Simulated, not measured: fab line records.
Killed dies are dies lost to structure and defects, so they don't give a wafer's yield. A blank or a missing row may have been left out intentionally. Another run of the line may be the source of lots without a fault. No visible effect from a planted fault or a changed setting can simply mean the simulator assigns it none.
Chamber matching    flow n5Finfet    N5_BEOL_M10_CURE_71 on uvCure-03: 3 sister chambers
The step cures SiCOH lowk, time 240 s. 16 wafers are shown with their chamber, then 8 later ones without.

## EACH WAFER AND ITS CHAMBER
wafer   chamber  wafer_temp_C_max  lampPowerPct (%)
L076.1  2        386.5             52.35
L076.4  2        386.5             52.35
L076.6  2        386.5             52.29
L077.1  0        386.8             52.20
L077.4  0        387.0             52.37
L077.6  0        386.8             52.32
L075.2  1        387.4             52.23
L075.4  1        387.4             52.36
L075.6  1        387.1             52.31
L082.1  0        386.7             52.30
L082.4  0        386.3             52.23
L082.5  0        386.3             52.32
L083.2  0        386.6             52.31
L083.4  0        386.3             52.27
L083.6  0        386.3             52.31
L091.2  1        387.3             52.28

SIGNATURES (means of the wafers above)
reading           chamber 0  chamber 1  chamber 2  scatter within a chamber
wafer_temp_C_max  386.567    387.300    386.500    0.225
lampPowerPct      52.2922    52.2950    52.3300    0.05
Rule: distance of a wafer from a chamber = root of the sum over the readings of ((wafer's reading minus chamber's mean) / reading's scatter) squared. The wafer belongs to the nearest chamber; if the next one is less than 2 further off, it can't be placed. The scatter: take each reading less its chamber's mean, square it, sum over the shown wafers, divide by the number of wafers less the number of chambers, and take the root.

## WAFERS WITH NO CHAMBER GIVEN
wafer   wafer_temp_C_max  lampPowerPct (%)
L091.5  387.3             52.24
L091.6  386.6             52.29
L093.2  386.1             52.29
L093.3  386.4             52.39
L093.4  385.6             52.36
L096.1  387.2             52.31
L096.2  386.6             52.21
L096.5  387.0             52.36

## EACH ONE'S CHAMBER
wafer    from the rows above            in truth
L091.5   1                              1
L091.6   can't be placed: 0 or 2        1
L093.2   can't be placed: 2 or 0        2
L093.3   can't be placed: 2 or 0        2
L093.4   can't be placed: 2 or 0        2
L096.1   1                              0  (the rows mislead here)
L096.2   can't be placed: 0 or 2 or 1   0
L096.5   can't be placed: 1 or 2 or 0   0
Correctly placed: 1 of 8. Unplaceable from these rows: 6, with the true chamber sitting among the candidates in 5. Wrongly placed: 1.
